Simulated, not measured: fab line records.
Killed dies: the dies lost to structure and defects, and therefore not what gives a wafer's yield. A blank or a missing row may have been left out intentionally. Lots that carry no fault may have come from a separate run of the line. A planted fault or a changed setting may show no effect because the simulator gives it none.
Struck lot and sound lot, side by side / flow n5Finfet / 36 out of 1938 route steps
Sound: these wafers, L582.1, L582.3, L582.5. Struck: wafer L586.6; the same lot's L586.1 was not struck, so it is left out; see the end for the cause.
For every step that has rows: the tool of each side, followed by ch and its chambers, followed by its first start. Under that, the readings that differ: sound wafers / struck wafers / difference of the means / sigmas: that difference in standard deviations of wafers without a fault.
alike: same words and numbers on both sides, and readings whose means sit less than 2 such deviations apart. not compared: any withheld reading, any reading some wafer has no value for, any bound like >300 that may hide the same value, and any number with overlapping values for which the record gives no deviation.
Wherever a step has rows on one side only, a row that says differs or no value, or a row with sigmas, the two part there. Numbers that have no deviation but don't overlap get no sigmas and don't part them. A reading that every wafer of one side lacks parts them only if that side has two wafers or more.

first, 9 steps without rows for these wafers: N5_SD_EPI_N_DEVELOP_08 (develop time 30 s); N5_SD_EPI_N_DESCUM_14 (chemistry O2, time 7.9 s); N5_SD_EPI_N_ETCH_34 (etches SiARC in CF4, target depth 45.5 nm, time 75.8 s); N5_SD_EPI_N_ETCH_35 (etches SOC in N2/H2, overetch 108 nm, time 486 s); N5_SD_EPI_N_STRIP_36 (strips in N2/H2); N5_SD_EPI_N_ETCHBACK_44 (etches SiNx in CH3F/O2, stops on SiO2, target depth 14.5 nm); N5_SD_EPI_N_ETCH_45 (etches SiOCN in CH3F/O2, target depth 6 nm); N5_SD_EPI_N_ETCH_16 (etches SiO2 in CHF3/O2, target depth 5 nm); N5_SD_EPI_N_STRIP_47 (strips in CHF3/O2).
N5_SD_EPI_N_SD_RECESS_17: chemistry HBr/Cl2/O2, target depth 41 nm, time 23.7 s, bt time 3 s.
  sound on rieSi-05 ch 1,2,3, day 5 10:03; struck on rieSi-05 ch 0, day 6 09:37
reading=oesProductAu (a.u.); sound=1.001 1.011 0.988; struck=0.967; difference=-0.033; sigmas=-2
reading=model.Si_of_WELL_APT_EPI_41.thkNm (nm); sound=9.4 8.6 9.8; struck=12.8; difference=+3.5; sigmas=
reading=model.etch.depthNm (nm); sound=40.83 40.72 39.88; struck=37.88; difference=-2.60; sigmas=
reading=model.SD_EPI_N.featureDepthNm (nm); sound=40.8 40.8 39.8; struck=37.8; difference=-2.7; sigmas=
  alike: HBr_flow_sccm, drypumpMotorCurrentA, throttleValvePct
  not compared: rfHoursCounterH
then, 2 steps without rows for these wafers: N5_SD_EPI_N_STRIP_38 (strips in N2/H2); N5_SD_EPI_N_WET_ETCH_43 (etches SiO2 in dHF, time 14 s, target depth 1.5 nm).
N5_SD_EPI_N_STRIP_18: strips in SPM, time 750 s.
  sound on wetBench-01 ch 2,3,6, day 5 10:14; struck on wetBench-04 ch 4, day 6 09:48
reading=model.Si_of_WELL_APT_EPI_41.thkNm (nm); sound=9.2 8.4 9.6; struck=12.4; difference=+3.3; sigmas=
then, 21 steps without rows for these wafers: N5_SD_EPI_N_SRD_20 (time 30 s); N5_SD_EPI_N_PRECLEAN_48 (cleans in NF3:NH3, afs cycles 2, time 20 s, sublimation time 60 s); N5_SD_EPI_N_VAPOR_ETCH_50 (etches Si in HCl, time 54 s); N5_SD_EPI_N_EPI_21 (deposits Si:P, time 690 s); N5_SD_EPI_N_PRECLEAN_24 (cleans in O3/DIW, time 60 s); N5_SD_EPI_N_SRD_25 (time 30 s); N5_SD_EPI_N_PRECLEAN_49 (cleans in NF3:NH3, afs cycles 1, time 20 s, sublimation time 60 s); N5_SD_EPI_N_LINER_46 (material SiNx, target thk 3 nm); N5_SD_EPI_P_COAT_34 (time 60 s, resist thk 350 nm); N5_SD_EPI_P_COAT_35 (time 60 s, resist thk 35 nm); N5_SD_EPI_P_COAT_03 (resist thk 150 nm); N5_SD_EPI_P_EBR_05; N5_SD_EPI_P_SOFTBAKE_04 (time 60 s); N5_SD_EPI_P_EXPOSE_06 (exposes mask SD P BLK, target cd 240 nm); N5_SD_EPI_P_PEB_07 (peb time 60 s); N5_SD_EPI_P_DEVELOP_08 (develop time 30 s); N5_SD_EPI_P_DESCUM_14 (chemistry O2, time 7.9 s); N5_SD_EPI_P_ETCH_36 (etches SiARC in CF4, target depth 45.5 nm, time 75.8 s); N5_SD_EPI_P_ETCH_37 (etches SOC in N2/H2, overetch 108 nm, time 486 s); N5_SD_EPI_P_STRIP_38 (strips in N2/H2); N5_SD_EPI_P_ETCHBACK_46 (etches SiNx in CH3F/O2, stops on SiO2, target depth 17.5 nm).
-- here the record skips 5 days between the struck wafers' starts before and after, leaving off in module SD_EPI_P and picking up in module BEOL_M4 (first step shown: number 1111 of the route) --
N5_BEOL_M4_RC_MEAS_101:
  sound on prober-02 ch 0, day 10 13:26; struck on prober-01 ch 0, day 11 19:15
reading=CJ_N; sound=4.28 4.28 4.21; struck=3.84; difference=-0.42; sigmas=-5
reading=ION_N (uA/um); sound=672 662 679; struck=646; difference=-25; sigmas=-2
  alike: DIBL_N, DIBL_P, IOFF_N, IOFF_P, ION_P, SS_N, SS_P, VT_N, VT_P
-- record jumps: 5 days separate the struck wafers' starts on either side; left off in module BEOL_M4, taken up again in module PASSIVATION, whose first shown step is the route's number 1936 --
N5_PASSIVATION_PROBE_49:
  sound: prober-01 at day 15 13:19; struck: prober-01 at day 16 14:10
reading=killed_at_M4_up; sound=14 16 3; struck=22; difference=+11; sigmas=+2
  alike: defectLimitedYield, killed_at_M0_to_M3, killedAtContacts, killedAtFrontEnd, killedAtOther, killedDies, killedOpen, killedShort, sort_bin_5_function, sort_bin_6_memory, sort_bin_8_speed, sortNPass, sortYieldPct

WHERE THEY PART
At N5_SD_EPI_N_SD_RECESS_17 first; at N5_PASSIVATION_PROBE_49 last (within this record only).

WHY: the cause the simulator had injected
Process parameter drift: rieSi-05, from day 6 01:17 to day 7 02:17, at N5_SD_EPI_N_SD_RECESS_17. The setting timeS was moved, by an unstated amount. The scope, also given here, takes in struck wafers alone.
